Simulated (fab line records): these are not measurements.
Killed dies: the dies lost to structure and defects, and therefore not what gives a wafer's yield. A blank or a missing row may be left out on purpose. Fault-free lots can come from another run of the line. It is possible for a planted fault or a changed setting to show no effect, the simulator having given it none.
What tool caused it? / flow nand-harc / 21 wafers from 7 lots sampled at 4 of the route's 1302 steps

WHAT EACH GAUGE READ, for each wafer
NHARC_END_SORT_01.
lot=L994; measured=day 32 02:43; on=prober-02; killed-at-array=130 127 131

EACH LOT AND THE TOOL THAT RAN IT (in order: tool; ch and the chambers of the sampled wafers; start)
lot=L977; NHARC_A_CHANNEL_FILL_D1_ALD_15=ald-sin-batch-02 ch 0, day 10 00:35; NHARC_THIN_TSV_PVD_19=pvd-sputter-03, day 24 02:34 or earlier; NHARC_THIN_TSV_STRIP_56=plasma-asher-01 ch 0,1, day 24 02:34
lot=L979; NHARC_A_CHANNEL_FILL_D1_ALD_15=ald-sin-batch-02 ch 0, day 11 04:36; NHARC_THIN_TSV_PVD_19=pvd-sputter-01, day 25 08:20 or earlier; NHARC_THIN_TSV_STRIP_56=plasma-asher-02 ch 0,1, day 25 08:20
lot=L981; NHARC_A_CHANNEL_FILL_D1_ALD_15=ald-sin-batch-01 ch 0, day 12 02:07; NHARC_THIN_TSV_PVD_19=pvd-sputter-01, day 27 08:11 or earlier; NHARC_THIN_TSV_STRIP_56=plasma-asher-02 ch 0,1, day 27 08:11
lot=L984; NHARC_A_CHANNEL_FILL_D1_ALD_15=ald-sin-batch-03 ch 0, day 13 01:03; NHARC_THIN_TSV_PVD_19=pvd-sputter-03, day 27 19:50 or earlier; NHARC_THIN_TSV_STRIP_56=plasma-asher-01 ch 0,1, day 27 19:50
lot=L986; NHARC_A_CHANNEL_FILL_D1_ALD_15=ald-sin-batch-01 ch 0, day 13 14:31; NHARC_THIN_TSV_PVD_19=pvd-sputter-01, day 28 07:52 or earlier; NHARC_THIN_TSV_STRIP_56=plasma-asher-01 ch 0,1, day 28 07:52
lot=L994; NHARC_A_CHANNEL_FILL_D1_ALD_15=ald-sin-batch-01 ch 0, day 17 04:02; NHARC_THIN_TSV_PVD_19=pvd-sputter-02, day 31 15:42 or earlier; NHARC_THIN_TSV_STRIP_56=plasma-asher-02 ch 0,1, day 31 15:42
lot=L997; NHARC_A_CHANNEL_FILL_D1_ALD_15=ald-sin-batch-03 ch 0, day 18 13:13; NHARC_THIN_TSV_PVD_19=pvd-sputter-02, day 33 00:22 or earlier; NHARC_THIN_TSV_STRIP_56=plasma-asher-02 ch 0,1, day 33 00:22
- NHARC_A_CHANNEL_FILL_D1_ALD_15: deposits SiNx, target thk 2 nm, pulse time 60 s, ald cycles 19.
- NHARC_THIN_TSV_PVD_19: deposits TaN, target thk 20 nm.
- NHARC_THIN_TSV_STRIP_56: strips in O2.

THE ANSWER, worked out from the rows above alone
Rule: usual is defined by the lots themselves. Put in order of their means at a reading, lots are off if they are a third of the lots or fewer, leave a main group of 4 or more, and stand apart from it by a gap of 3 or more times the standard deviation of the main group's means; of several such gaps the widest counts. If all means in a main group match to the digits the tables above print for the reading, that group is not used. A lot without any number at a reading at which 4 lots or more have one is off too. The other lots that the step has rows for count as sound.
No lot is off on any of the readings shown, so nothing can be concluded from this.

WHAT THE SIMULATOR PUT IN
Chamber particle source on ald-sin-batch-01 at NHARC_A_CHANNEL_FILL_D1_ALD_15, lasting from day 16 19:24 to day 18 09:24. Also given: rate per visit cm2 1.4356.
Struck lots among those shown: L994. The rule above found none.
